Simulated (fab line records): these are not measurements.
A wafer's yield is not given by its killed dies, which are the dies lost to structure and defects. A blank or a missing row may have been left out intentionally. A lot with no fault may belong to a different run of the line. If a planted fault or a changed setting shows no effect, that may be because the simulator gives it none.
Split-lot study || flow n5 finfet || 21 wafers read across 7 lots, on a route 1938 steps long

THE SPLIT ITSELF
At N5_DUMMY_GATE_COAT_09 (resist thk 30 nm), the setting spin rpm was moved away from the recipe's 1500 rpm on 11 of the 21 wafers read, by -4.5% to +9.7%. This setting was run at the recipe's value on the other wafers.

FROM THE SPLIT TO THE READING: what the file shows between them, 7 steps
- N5_DUMMY_GATE_EBR_11
- N5_DUMMY_GATE_SOFTBAKE_10: time 60 s
- N5_DUMMY_GATE_EXPOSE_12: exposes mask GATE, target cd 25 nm
- N5_DUMMY_GATE_PEB_13: peb time 60 s
- N5_DUMMY_GATE_DEVELOP_14: develop time 30 s
- N5_DUMMY_GATE_DESCUM_20: chemistry O2, time 6.2 s
- N5_DUMMY_GATE_ETCH_29: etches underlayer in N2/H2, target depth 13 nm

THE READING
CAR-EUV_of_DUMMY_GATE_COAT_09.thk nm (the simulator's own value, which no gauge read), in nm, at N5_DUMMY_GATE_ETCH_36 (etches SiARC in CF4, target depth 13 nm). No usual value for it is given in the file. Average 11.6 nm, standard deviation 0.26 nm, over the 10 wafers here run with the recipe.

{"wafer": "L075.2", "tool, chamber at the split": "litho track-03, 0", "spin rpm as run, rpm": 1500, "against the recipe": "recipe", "CAR-EUV_of_DUMMY_GATE_COAT_09.thk nm, nm": 11.2, "against lot-mates on the recipe": "-"}
{"wafer": "L075.3", "tool, chamber at the split": "litho track-03, 0", "spin rpm as run, rpm": 1445, "against the recipe": "-3.7%", "CAR-EUV_of_DUMMY_GATE_COAT_09.thk nm, nm": 12.4, "against lot-mates on the recipe": "+1.2"}
{"wafer": "L075.4", "tool, chamber at the split": "litho track-03, 0", "spin rpm as run, rpm": 1445, "against the recipe": "-3.7%", "CAR-EUV_of_DUMMY_GATE_COAT_09.thk nm, nm": 11.8, "against lot-mates on the recipe": "+0.6"}
{"wafer": "L077.3", "tool, chamber at the split": "litho track-02, 0", "spin rpm as run, rpm": 1500, "against the recipe": "recipe", "CAR-EUV_of_DUMMY_GATE_COAT_09.thk nm, nm": 11.8, "against lot-mates on the recipe": "-"}
{"wafer": "L077.4", "tool, chamber at the split": "litho track-02, 0", "spin rpm as run, rpm": 1575, "against the recipe": "+5.0%", "CAR-EUV_of_DUMMY_GATE_COAT_09.thk nm, nm": 10.6, "against lot-mates on the recipe": -1.2}
{"wafer": "L077.6", "tool, chamber at the split": "litho track-02, 0", "spin rpm as run, rpm": 1575, "against the recipe": "+5.0%", "CAR-EUV_of_DUMMY_GATE_COAT_09.thk nm, nm": 10.6, "against lot-mates on the recipe": -1.2}
{"wafer": "L080.3", "tool, chamber at the split": "litho track-02, 0", "spin rpm as run, rpm": 1500, "against the recipe": "recipe", "CAR-EUV_of_DUMMY_GATE_COAT_09.thk nm, nm": 11.8, "against lot-mates on the recipe": "-"}
{"wafer": "L080.4", "tool, chamber at the split": "litho track-02, 0", "spin rpm as run, rpm": 1500, "against the recipe": "recipe", "CAR-EUV_of_DUMMY_GATE_COAT_09.thk nm, nm": 11.8, "against lot-mates on the recipe": "-"}
{"wafer": "L080.6", "tool, chamber at the split": "litho track-02, 0", "spin rpm as run, rpm": 1567, "against the recipe": "+4.5%", "CAR-EUV_of_DUMMY_GATE_COAT_09.thk nm, nm": 10.8, "against lot-mates on the recipe": -1.0}
{"wafer": "L084.1", "tool, chamber at the split": "litho track-01, 0", "spin rpm as run, rpm": 1646, "against the recipe": "+9.7%", "CAR-EUV_of_DUMMY_GATE_COAT_09.thk nm, nm": 10, "against lot-mates on the recipe": "no lot-mate on the recipe"}
{"wafer": "L084.5", "tool, chamber at the split": "litho track-01, 0", "spin rpm as run, rpm": 1646, "against the recipe": "+9.7%", "CAR-EUV_of_DUMMY_GATE_COAT_09.thk nm, nm": 10, "against lot-mates on the recipe": "no lot-mate on the recipe"}
{"wafer": "L084.3", "tool, chamber at the split": "litho track-01, 0", "spin rpm as run, rpm": 1646, "against the recipe": "+9.7%", "CAR-EUV_of_DUMMY_GATE_COAT_09.thk nm, nm": 10.4, "against lot-mates on the recipe": "no lot-mate on the recipe"}
{"wafer": "L092.1", "tool, chamber at the split": "litho track-02, 0", "spin rpm as run, rpm": 1500, "against the recipe": "recipe", "CAR-EUV_of_DUMMY_GATE_COAT_09.thk nm, nm": 11.4, "against lot-mates on the recipe": "-"}
{"wafer": "L092.3", "tool, chamber at the split": "litho track-02, 0", "spin rpm as run, rpm": 1444, "against the recipe": "-3.7%", "CAR-EUV_of_DUMMY_GATE_COAT_09.thk nm, nm": 12.6, "against lot-mates on the recipe": "+1.2"}
{"wafer": "L092.6", "tool, chamber at the split": "litho track-02, 0", "spin rpm as run, rpm": 1444, "against the recipe": "-3.7%", "CAR-EUV_of_DUMMY_GATE_COAT_09.thk nm, nm": 12, "against lot-mates on the recipe": "+0.6"}
{"wafer": "L095.1", "tool, chamber at the split": "litho track-01, 0", "spin rpm as run, rpm": 1500, "against the recipe": "recipe", "CAR-EUV_of_DUMMY_GATE_COAT_09.thk nm, nm": 11.2, "against lot-mates on the recipe": "-"}
{"wafer": "L095.3", "tool, chamber at the split": "litho track-01, 0", "spin rpm as run, rpm": 1500, "against the recipe": "recipe", "CAR-EUV_of_DUMMY_GATE_COAT_09.thk nm, nm": 11.6, "against lot-mates on the recipe": "-"}
{"wafer": "L095.6", "tool, chamber at the split": "litho track-01, 0", "spin rpm as run, rpm": 1500, "against the recipe": "recipe", "CAR-EUV_of_DUMMY_GATE_COAT_09.thk nm, nm": 11.6, "against lot-mates on the recipe": "-"}
{"wafer": "L096.2", "tool, chamber at the split": "litho track-03, 0", "spin rpm as run, rpm": 1500, "against the recipe": "recipe", "CAR-EUV_of_DUMMY_GATE_COAT_09.thk nm, nm": 11.4, "against lot-mates on the recipe": "-"}
{"wafer": "L096.3", "tool, chamber at the split": "litho track-03, 0", "spin rpm as run, rpm": 1432, "against the recipe": "-4.5%", "CAR-EUV_of_DUMMY_GATE_COAT_09.thk nm, nm": 12.4, "against lot-mates on the recipe": "+0.7"}
{"wafer": "L096.4", "tool, chamber at the split": "litho track-03, 0", "spin rpm as run, rpm": 1500, "against the recipe": "recipe", "CAR-EUV_of_DUMMY_GATE_COAT_09.thk nm, nm": 12, "against lot-mates on the recipe": "-"}

THE FIT
A straight line over all 21 wafers: CAR-EUV_of_DUMMY_GATE_COAT_09.thk nm changes by -0.16 nm for each +1% of spin rpm; r = -0.94; the points scatter about the line by 0.26 nm.
The same after taking each lot's own level away (the mean of its wafers on the recipe; 18 wafers): -0.227 nm for each +1%; r = -0.95; scatter 0.22 nm.
Per that fit: largest spin rpm move, reading shift of 2.2 nm.
Across the lots, their own levels run from 11.20 to 11.80 nm, a range of 2.3 times the standard deviation given above.
So the slope is not independent of the lot-to-lot level: the two fits are not the same.
Check: with one of the wafers moved furthest among these (+5.0%) left out of the fit, the line predicts -1.13 nm for it against its lot-mates. It came out at -1.2 nm against them.

OTHER SPLITS APPLIED TO THESE WAFERS
Before the reading, these wafers also passed through other splits. Each is held against what the fit with the lots' levels taken away leaves over:
{"other split on the same wafers": "N5_FIN_SAQP_HM_DEP_03 time s", "wafers away from the commonest value": 7, "r with CAR-EUV_of_DUMMY_GATE_COAT_09.thk nm (lot level and that fit taken away)": "+0.20"}
{"other split on the same wafers": "N5_FIN_SAQP_COAT_10 spin rpm", "wafers away from the commonest value": 10, "r with CAR-EUV_of_DUMMY_GATE_COAT_09.thk nm (lot level and that fit taken away)": "+0.17"}
{"other split on the same wafers": "N5_FIN_SAQP_ETCH_64 bias w", "wafers away from the commonest value": 9, "r with CAR-EUV_of_DUMMY_GATE_COAT_09.thk nm (lot level and that fit taken away)": "+0.19"}
{"other split on the same wafers": "N5_DUMMY_GATE_COAT_28 spin rpm", "wafers away from the commonest value": 3, "r with CAR-EUV_of_DUMMY_GATE_COAT_09.thk nm (lot level and that fit taken away)": -0.18}

THE WHOLE CHAIN: every reading that the file lists as answering this split, in the file's order
{"step": "N5_DUMMY_GATE_COAT_09", "what it does": "resist thk 30 nm", "reading": "CAR-EUV_of_DUMMY_GATE_COAT_09.thk nm (the simulator's own value, which no gauge read)", "change (the file's fit)": "-0.154 nm for each +1% of the setting", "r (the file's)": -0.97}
{"step": "N5_DUMMY_GATE_DEVELOP_14", "what it does": "develop time 30 s", "reading": "CAR-EUV_of_DUMMY_GATE_COAT_09.thk nm (the simulator's own value, which no gauge read)", "change (the file's fit)": "-0.16 nm for each +1% of the setting", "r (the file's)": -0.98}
{"step": "N5_DUMMY_GATE_ETCH_29", "what it does": "etches underlayer in N2/H2, target depth 13 nm", "reading": "CAR-EUV_of_DUMMY_GATE_COAT_09.thk nm (the simulator's own value, which no gauge read)", "change (the file's fit)": "-0.192 nm for each +1% of the setting", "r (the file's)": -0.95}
{"step": "N5_DUMMY_GATE_ETCH_36", "what it does": "etches SiARC in CF4, target depth 13 nm", "reading": "CAR-EUV_of_DUMMY_GATE_COAT_09.thk nm (the simulator's own value, which no gauge read)", "change (the file's fit)": "-0.219 nm for each +1% of the setting", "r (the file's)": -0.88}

THE FILE'S OWN FIT
CAR-EUV_of_DUMMY_GATE_COAT_09.thk nm changes by -0.219 nm for each +1% of spin rpm, r = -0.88.
